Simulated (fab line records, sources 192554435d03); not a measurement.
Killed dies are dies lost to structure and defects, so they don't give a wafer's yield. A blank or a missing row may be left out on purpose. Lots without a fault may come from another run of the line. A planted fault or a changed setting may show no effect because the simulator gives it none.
Split-lot experiment | flow n5_finfet | 7 lots, 21 wafers read, on a route of 1938 steps

THE SPLIT
At N5_BEOL_M15_ILD_DEP_00 (deposits SiO2 from TEOS/O2, target thk 1629.3 nm, time 346.1 s), the setting time_s was moved away from the recipe's 346.1 s on 5 of the 21 wafers read, by -6.4% to +9.1%. The other wafers ran this setting at the recipe's value.

The file shows no step between the split and the reading.

THE READING
M15_ILD_THK, in nm, at N5_BEOL_M15_THK_MEAS_01. Fault-free wafers of this fab line usually give 1621 nm, standard deviation 26 nm.

wafer  | tool, chamber at the split | time_s as run, s | against the recipe | M15_ILD_THK, nm | against lot-mates on the recipe
L074.3 | pecvd-01, 1                | 346.1            | recipe             | 1645            | -
L074.4 | pecvd-01, 0                | 346.1            | recipe             | 1630            | -
L074.6 | pecvd-01, 1                | 346.1            | recipe             | 1658            | -
L076.1 | pecvd-01, 0                | 346.1            | recipe             | 1615            | -
L076.3 | pecvd-01, 2                | 346.1            | recipe             | 1634            | -
L076.4 | pecvd-01, 1                | 346.1            | recipe             | 1673            | -
L085.1 | pecvd-01, 0                | 323.8            | -6.4%              | 1518            | -91
L085.2 | pecvd-01, 2                | 346.1            | recipe             | 1609            | -
L085.6 | pecvd-01, 2                | 323.8            | -6.4%              | 1504            | -105
L086.1 | pecvd-01, 1                | 346.1            | recipe             | 1632            | -
L086.4 | pecvd-01, 1                | 346.1            | recipe             | 1661            | -
L086.6 | pecvd-01, 0                | 329.2            | -4.9%              | 1562            | -84
L089.1 | pecvd-04, 0                | 346.1            | recipe             | 1643            | -
L089.4 | pecvd-04, 1                | 346.1            | recipe             | 1666            | -
L089.6 | pecvd-04, 0                | 346.1            | recipe             | 1663            | -
L090.1 | pecvd-03, 1                | 377.5            | +9.1%              | 1788            | +152
L090.3 | pecvd-03, 0                | 346.1            | recipe             | 1598            | -
L090.6 | pecvd-03, 1                | 346.1            | recipe             | 1675            | -
L093.4 | pecvd-03, 2                | 346.1            | recipe             | 1601            | -
L093.5 | pecvd-03, 0                | 346.1            | recipe             | 1612            | -
L093.6 | pecvd-03, 1                | 376.8            | +8.9%              | 1789            | +182

THE FIT
A straight line over all 21 wafers: M15_ILD_THK changes by +17.6 nm for each +1% of time_s; r = +0.94; the points scatter about the line by 24 nm.
The same after taking each lot's own level away (the mean of its wafers on the recipe; 21 wafers): +17.4 nm for each +1%; r = +0.96; scatter 19 nm.
On that fit, the largest move of time_s shifts the reading by 1.6e+02 nm.
The lots' own levels span 1606.5 to 1657.3 nm, that is 2.0 times the standard deviation above.
So the lot-to-lot level changes the slope little: the two slopes agree.
Check: with one of the wafers moved furthest among these (+9.1%) left out of the fit, the line predicts +165 nm for it against its lot-mates. It came out at +152 nm against them.

OTHER SPLITS ON THESE WAFERS
These wafers also went through other splits before the reading. Each is held against what the fit with the lots' levels taken away leaves over:
other split on the same wafers | wafers away from the commonest value | r with M15_ILD_THK (lot level and that fit taken away)
N5_BEOL_M11_ETCH_41 time_s     | 6                                    | -0.19
N5_BEOL_M12_COAT_65 spin_rpm   | 3                                    | -0.22

THE WHOLE CHAIN: every reading that the file lists as answering this split, in the file's order
step                    | what it does                                                   | reading                                                                             | change (the file's fit)              | r (the file's)
N5_BEOL_M15_ILD_DEP_00  | deposits SiO2 from TEOS/O2, target thk 1629.3 nm, time 346.1 s | SiO2_of_BEOL_M15_ILD_DEP_00.thk_nm (the simulator's own value, which no gauge read) | +17.9 nm for each +1% of the setting | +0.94
N5_BEOL_M15_THK_MEAS_01 |                                                                | M15_ILD_THK                                                                         | +17.9 for each +1% of the setting    | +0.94
N5_BEOL_M15_VIA_ETCH_16 | etches SiO2 in C4F8/O2/Ar, target depth 1792.2 nm              | etch.depth_nm (the simulator's own value, which no gauge read)                      | +17.9 nm for each +1% of the setting | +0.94
N5_BEOL_M15_VIA_ETCH_16 | etches SiO2 in C4F8/O2/Ar, target depth 1792.2 nm              | coat_of_BEOL_M15_COAT_04.thk_nm (the simulator's own value, which no gauge read)    | -4.62 nm for each +1% of the setting | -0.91

THE FILE'S OWN FIT
M15_ILD_THK changes by +17.9 nm for each +1% of time_s, r = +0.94.
